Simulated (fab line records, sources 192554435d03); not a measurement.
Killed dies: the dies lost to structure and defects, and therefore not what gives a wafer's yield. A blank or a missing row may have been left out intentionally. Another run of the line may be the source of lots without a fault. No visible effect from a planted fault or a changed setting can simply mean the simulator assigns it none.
Split-lot trial ; flow n5Finfet ; 21 wafers read from 7 lots, route of 1938 steps

== ABOUT THE SPLIT ==
At N5_MOL_CONTACT_COAG_COAT_76 (time 60 s, resist thk 10 nm), the setting spinRpm was moved away from the recipe's 1500 rpm on 7 of the 21 wafers read, by -7.3% to +7.7%. This setting was run at the recipe's value on the other wafers.

== FROM THE SPLIT TO THE READING: what the file shows between them, 5 steps ==
- N5_MOL_CONTACT_COAG_COAT_78: resist thk 40 nm (also split here: spinRpm)
- N5_MOL_CONTACT_COAG_EBR_80
- N5_MOL_CONTACT_COAG_SOFTBAKE_79: time 60 s
- N5_MOL_CONTACT_COAG_DESCUM_88: chemistry O2, time 7 s
- N5_MOL_CONTACT_COAG_ETCH_89: etches underlayer in N2/H2, target depth 13 nm, time 10.4 s

== THE READING ==
etch.depthNm (the simulator's own value, which no gauge read), in nm, at N5_MOL_CONTACT_COAG_ETCH_90 (etches SiARC in CF4, target depth 13 nm, time 21.7 s). No usual value for it is given in the file. The 14 wafers here that ran the recipe average 10.023 nm, standard deviation 0.031 nm.

wafer;tool, chamber at the split;spinRpm as run, rpm;against the recipe;etch.depthNm, nm;against lot-mates on the recipe
L074.2;lithoTrack-01, 0;1615;+7.7%;9.618;-0.371
L074.3;lithoTrack-01, 0;1500;recipe;9.997;-
L074.4;lithoTrack-01, 0;1500;recipe;9.982;-
L080.2;lithoTrack-03, 0;1500;recipe;9.979;-
L080.3;lithoTrack-03, 0;1500;recipe;10;-
L080.6;lithoTrack-03, 0;1500;recipe;10.02;-
L082.4;lithoTrack-04, 0;1593;+6.2%;9.759;-0.301
L082.5;lithoTrack-04, 0;1593;+6.2%;9.734;-0.326
L082.6;lithoTrack-04, 0;1500;recipe;10.06;-
L086.1;lithoTrack-01, 0;1500;recipe;10.04;-
L086.4;lithoTrack-01, 0;1500;recipe;10.02;-
L086.5;lithoTrack-01, 0;1500;recipe;10.02;-
L089.1;lithoTrack-01, 0;1391;-7.3%;10.41;no lot-mate on the recipe
L089.4;lithoTrack-01, 0;1391;-7.3%;10.4;no lot-mate on the recipe
L089.6;lithoTrack-01, 0;1391;-7.3%;10.4;no lot-mate on the recipe
L091.1;lithoTrack-04, 0;1500;recipe;10.05;-
L091.4;lithoTrack-04, 0;1500;recipe;10.07;-
L091.6;lithoTrack-04, 0;1500;recipe;10.08;-
L093.3;lithoTrack-03, 0;1500;recipe;10.01;-
L093.4;lithoTrack-03, 0;1500;recipe;9.991;-
L093.6;lithoTrack-03, 0;1575;+5.0%;9.782;-0.218

FIT RESULTS
A straight line over all 21 wafers: etch.depthNm changes by -0.0503 nm for each +1% of spinRpm; r = -0.99; the points scatter about the line by 0.03 nm.
The same after taking each lot's own level away (the mean of its wafers on the recipe; 18 wafers): -0.0488 nm for each +1%; r = -0.99; scatter 0.014 nm.
Per that fit: largest spinRpm move, reading shift of 0.37 nm.
Across the lots, their own levels run from 9.9895 to 10.0667 nm, a range of 2.5 times the standard deviation given above.
Hence the lot-to-lot level has little effect on the slope; both slopes agree.
Check: for one of the wafers moved furthest among these (+7.7%), held out of the fit, the line's prediction against its lot-mates is -0.375 nm. It came out at -0.371 nm against them.

== THESE WAFERS: OTHER SPLITS ==
Note: prior to the reading, these wafers also went through further splits. Each is held against what the fit with the lots' levels taken away leaves over:
other split on the same wafers;wafers away from the commonest value;r with etch.depthNm (lot level and that fit taken away)
N5_SD_ACTIVATION_LSA_01 tempC;6;-0.11
N5_MOL_CONTACT_COAG_SPUTTER_130 powerW;7;-0.06
N5_MOL_CONTACT_COAG_COAT_78 spinRpm;10;+0.26

== THE WHOLE CHAIN: every reading that the file lists as answering this split, in the file's order ==
step;what it does;reading;change (the file's fit);r (the file's)
N5_MOL_CONTACT_COAG_COAT_76;time 60 s, resist thk 10 nm;SiARC_of_MOL_CONTACT_COAG_COAT_76.thkNm (the simulator's own value, which no gauge read);-0.0434 nm for each +1% of the setting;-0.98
N5_MOL_CONTACT_COAG_ETCH_90;etches SiARC in CF4, target depth 13 nm, time 21.7 s;etch.depthNm (the simulator's own value, which no gauge read);-0.0481 nm for each +1% of the setting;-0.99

== THE FILE'S OWN FIT ==
etch.depthNm changes by -0.0481 nm for each +1% of spinRpm, r = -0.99.
